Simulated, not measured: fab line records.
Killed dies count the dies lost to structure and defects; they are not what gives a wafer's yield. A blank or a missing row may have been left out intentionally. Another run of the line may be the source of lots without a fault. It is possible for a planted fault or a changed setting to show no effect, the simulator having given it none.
Chamber matching || flow nand harc || NHARC_A_WL_FILL_CMP_12 on cmp-01 has 4 sister chambers
The step polishes, t overpolish 30 s, target thk 75 nm. 4 wafers are shown with their chamber, then 10 later ones without.

## WAFERS WITH THEIR CHAMBER
{"wafer": "L085.5", "chamber": 0, "motor current A (A)": 9.4}
{"wafer": "L084.6", "chamber": 2, "motor current A (A)": 12.9}
{"wafer": "L083.1", "chamber": 3, "motor current A (A)": 12.8}
{"wafer": "L083.3", "chamber": 1, "motor current A (A)": 11.5}

## WAFERS WITHOUT THEIR CHAMBER
{"wafer": "L083.6", "motor current A (A)": 11.5}
{"wafer": "L088.1", "motor current A (A)": 13.0}
{"wafer": "L088.3", "motor current A (A)": 12.9}
{"wafer": "L088.5", "motor current A (A)": 9.6}
{"wafer": "L091.1", "motor current A (A)": 10.1}
{"wafer": "L091.3", "motor current A (A)": 11.2}
{"wafer": "L091.4", "motor current A (A)": 12.7}
{"wafer": "L094.3", "motor current A (A)": 12.0}
{"wafer": "L094.4", "motor current A (A)": 12.4}
{"wafer": "L094.6", "motor current A (A)": 12.8}

## WHICH CHAMBER EACH WENT THROUGH
{"wafer": "L083.6", "from the rows above": 1, "in truth": 1}
{"wafer": "L088.1", "from the rows above": "can't be placed: 2 or 3", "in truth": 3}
{"wafer": "L088.3", "from the rows above": "can't be placed: 2 or 3", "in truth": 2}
{"wafer": "L088.5", "from the rows above": 0, "in truth": 0}
{"wafer": "L091.1", "from the rows above": 0, "in truth": 0}
{"wafer": "L091.3", "from the rows above": 1, "in truth": 1}
{"wafer": "L091.4", "from the rows above": "can't be placed: 3 or 2", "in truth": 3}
{"wafer": "L094.3", "from the rows above": "can't be placed: 1 or 3 or 2", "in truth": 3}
{"wafer": "L094.4", "from the rows above": "can't be placed: 3 or 2 or 1", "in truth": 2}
{"wafer": "L094.6", "from the rows above": "can't be placed: 3 or 2", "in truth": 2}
Correctly placed: 4 of 10. Unplaceable from these rows: 6, with the true chamber sitting among the candidates in 6. Placed wrongly: 0.
How it was worked out, from the rows above alone: a wafer's distance from a chamber is the root of the sum, over the readings, of the square of ((its reading less the chamber's mean) divided by the reading's scatter). The wafer belongs to the nearest chamber; if the next one is less than 2 further off, it can't be placed. Each chamber's mean is taken over the wafers shown for it. The scatter: root of mean squared gap, hidden wafer to nearest shown wafer, with one shown wafer a chamber.
